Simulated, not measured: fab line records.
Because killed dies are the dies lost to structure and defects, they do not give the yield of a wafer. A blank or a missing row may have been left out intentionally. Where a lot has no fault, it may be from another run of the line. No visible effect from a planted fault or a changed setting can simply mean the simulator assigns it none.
Which of the tools did it? + flow n5-finfet + 8 lots, 24 wafers sampled, at 4 steps of a route of 1938

WHAT THE GAUGES READ, wafer by wafer
N5_BEOL_M4_RC_MEAS_101. Usual: DIBL_N 36.1 mV/V, standard deviation 1.5; DIBL_P 36.1 mV/V, standard deviation 1.9; IOFF_N 0.159 nA/um, standard deviation 0.029; IOFF_P 0.21 nA/um, standard deviation 0.038; ION_N 675 uA/um, standard deviation 11; ION_P 464 uA/um, standard deviation 8.1; SS_N 71.5 mV/dec, standard deviation 0.57; SS_P 73.3 mV/dec, standard deviation 0.64; VT_N 249 mV, standard deviation 3.1; VT_P -250 mV, standard deviation 3.8.
| lot  | measured     | on        | DIBL_N (mV/V)  | DIBL_P (mV/V)  | IOFF_N (nA/um)    | IOFF_P (nA/um) | ION_N (uA/um) | ION_P (uA/um) | SS_N (mV/dec)  | SS_P (mV/dec)  | VT_N (mV)   | VT_P (mV)      | flag |
|------|--------------|-----------|----------------|----------------|-------------------|----------------|---------------|---------------|----------------|----------------|-------------|----------------|------|
| L224 | day 8 06:20  | prober-01 | 36.9 36.2 36.3 | 35.9 35.2 34.8 | 0.156 0.148 0.152 | 0.20 0.19 0.18 | 667 675 658   | 456 457 453   | 71.5 71.4 71.5 | 72.8 73.0 72.6 | 250 251 253 | -250 -252 -252 |      |
| L228 | day 9 02:39  | prober-01 | 34.6 37.2 35.8 | 34.2 38.0 36.5 | 0.129 0.189 0.154 | 0.18 0.25 0.22 | 665 684 676   | 463 471 469   | 71.2 72.2 71.4 | 72.7 74.2 73.1 | 252 248 248 | -254 -248 -250 |      |
| L230 | day 9 09:17  | prober-01 | 41.1 36.9 38.0 | 40.4 36.6 37.7 | 0.279 0.175 0.186 | 0.29 0.21 0.23 | 694 679 684   | 470 460 465   | 72.1 71.8 72.0 | 74.6 73.2 74.4 | 245 249 247 | -248 -252 -251 |      |
| L231 | day 10 03:05 | prober-02 | 37.8 37.4 36.2 | 38.2 37.0 36.6 | 0.171 0.156 0.140 | 0.24 0.21 0.21 | 679 670 657   | 470 456 465   | 72.0 71.8 71.6 | 74.1 73.5 73.0 | 250 254 249 | -249 -249 -250 |      |
| L233 | day 10 05:15 | prober-01 | 38.4 35.0 34.1 | 39.8 35.6 34.0 | 0.223 0.157 0.149 | 0.27 0.22 0.19 | 690 676 677   | 473 471 467   | 71.5 71.9 71.1 | 73.7 73.3 72.8 | 245 247 247 | -246 -249 -251 |      |
| L242 | day 12 12:51 | prober-01 | 36.9 36.9 36.4 | 39.4 39.2 38.2 | 0.195 0.187 0.174 | 0.25 0.23 0.22 | 675 673 671   | 465 463 462   | 71.8 72.0 72.4 | 74.3 74.5 74.7 | 247 249 250 | -247 -252 -248 |      |
| L243 | day 12 17:18 | prober-01 | 37.1 36.9 38.5 | 36.9 37.2 39.3 | 0.177 0.184 0.213 | 0.26 0.28 0.31 | 686 691 702   | 476 481 479   | 72.1 71.4 72.2 | 73.8 73.1 73.5 | 245 248 244 | -245 -241 -241 |      |
| L246 | day 14 09:27 | prober-01 | 36.2 36.6 34.8 | 36.8 36.4 36.0 | 0.181 0.180 0.168 | 0.23 0.23 0.23 | 684 680 686   | 469 468 473   | 71.1 70.9 71.5 | 73.3 72.5 73.6 | 247 246 244 | -247 -248 -247 |      |

N5_BEOL_M6_INSPECT_13: inspects for defects (brightfield). Usual: raw-defect-count at 398, with a standard deviation of 96.
| lot  | measured     | on                | raw-defect-count | flag |
|------|--------------|-------------------|------------------|------|
| L224 | day 8 19:41  | defect-inspect-01 | 541 410 432      |      |
| L228 | day 9 19:37  | defect-inspect-02 | 286 330 358      |      |
| L230 | day 10 01:48 | defect-inspect-01 | 388 283 354      |      |
| L231 | day 10 17:35 | defect-inspect-01 | 309 327 289      |      |
| L233 | day 10 22:59 | defect-inspect-01 | 357 308 342      |      |
| L242 | day 13 08:58 | defect-inspect-02 | 301 352 290      |      |
| L243 | day 13 05:35 | defect-inspect-01 | 650 408 412      |      |
| L246 | day 15 00:41 | defect-inspect-01 | 359 372 385      |      |

EACH LOT AND THE TOOL THAT RAN IT (in order: tool; ch and the chambers of the sampled wafers; start)
| lot  | N5_BEOL_M6_ILD_DEP_00           | N5_BEOL_M6_HM_DEP_02         |
|------|---------------------------------|------------------------------|
| L224 | pecvd-01 ch 0,1,2, day 8 17:41  | pvd-sputter-01, day 8 19:08  |
| L228 | pecvd-04 ch 0,1,2, day 9 15:40  | pvd-sputter-01, day 9 19:02  |
| L230 | pecvd-04 ch 0,1, day 9 23:34    | pvd-sputter-03, day 10 01:15 |
| L231 | pecvd-01 ch 1,2, day 10 15:44   | pvd-sputter-01, day 10 17:10 |
| L233 | pecvd-01 ch 1,2, day 10 21:00   | pvd-sputter-02, day 10 22:34 |
| L242 | pecvd-01 ch 1,2, day 13 07:12   | pvd-sputter-01, day 13 08:24 |
| L243 | pecvd-01 ch 0,1,2, day 13 04:23 | pvd-sputter-03, day 13 05:09 |
| L246 | pecvd-03 ch 0,1, day 14 21:02   | pvd-sputter-01, day 15 00:15 |
- N5_BEOL_M6_ILD_DEP_00: deposits SiCOH lowk from DEMS/porogen, target thk 179.75 nm, time 33.4 s.
- N5_BEOL_M6_HM_DEP_02: deposits TiN, target thk 20 nm.

WHAT THE TOOLS THEMSELVES READ (means of the sampled wafers that have a number; where no wafer has one, the mark that the record gives instead)
N5_BEOL_M6_ILD_DEP_00. Usual: chamber-pressure-Torr 5.003 Torr, standard deviation 0.013; heater-power-w 287 W, standard deviation 51; showerhead-plenum-p-Torr 5.746 Torr, standard deviation 0.018; throttle-valve-pct 14.4 %, standard deviation 0.88.
| lot  | tool     | chamber-pressure-Torr (Torr) | heater-power-w (W) | showerhead-plenum-p-Torr (Torr) | throttle-valve-pct (%) | flag |
|------|----------|------------------------------|--------------------|---------------------------------|------------------------|------|
| L224 | pecvd-01 | 5.008                        | 268                | 5.753                           | 14.7                   |      |
| L228 | pecvd-04 | 5.012                        | 302                | 5.729                           | 14.0                   |      |
| L230 | pecvd-04 | 4.987                        | 339                | 5.742                           | 13.8                   |      |
| L231 | pecvd-01 | 4.990                        | 278                | 5.744                           | 14.3                   |      |
| L233 | pecvd-01 | 5.008                        | 260                | 5.744                           | 14.3                   |      |
| L242 | pecvd-01 | 5.004                        | 277                | 5.743                           | 14.2                   |      |
| L243 | pecvd-01 | 4.996                        | 272                | 5.754                           | 14.7                   |      |
| L246 | pecvd-03 | 5.012                        | 255                | 5.740                           | 14.6                   |      |

N5_BEOL_M6_HM_DEP_02. Usual: chamber-pressure-pa 0.5001 Pa, standard deviation 0.00099; throttle-valve-pct 29.4 %, standard deviation 1.3.
| lot  | tool           | chamber-pressure-pa (Pa) | throttle-valve-pct (%) | flag |
|------|----------------|--------------------------|------------------------|------|
| L224 | pvd-sputter-01 | 0.4996                   | 29.2                   |      |
| L228 | pvd-sputter-01 | 0.5000                   | 28.2                   |      |
| L230 | pvd-sputter-03 | 0.5001                   | 29.9                   |      |
| L231 | pvd-sputter-01 | 0.4989                   | 28.4                   |      |
| L233 | pvd-sputter-02 | 0.5005                   | 29.3                   |      |
| L242 | pvd-sputter-01 | 0.5009                   | 29.2                   |      |
| L243 | pvd-sputter-03 | 0.5007                   | 30.0                   |      |
| L246 | pvd-sputter-01 | 0.5002                   | 27.9                   |      |

THE ANSWER, worked out from the rows above alone
Rule: take the mean of a lot's wafers that have a number; if it is more than 3 standard deviations from the usual mean, the lot is off. Also off: a lot with no number at a reading for which 4 or more lots have one. The other lots that the step has rows for count as sound. The gauges are gone through in route order, then the tools' own readings, and for those a lot's mean is taken as printed above. The first step at which some lot is off is used, and at that step the reading that is off furthest; a lot without a number counts as furthest.
No lot is off at any reading shown: from this, nothing can be told.

WHAT THE SIMULATOR HAD PUT IN
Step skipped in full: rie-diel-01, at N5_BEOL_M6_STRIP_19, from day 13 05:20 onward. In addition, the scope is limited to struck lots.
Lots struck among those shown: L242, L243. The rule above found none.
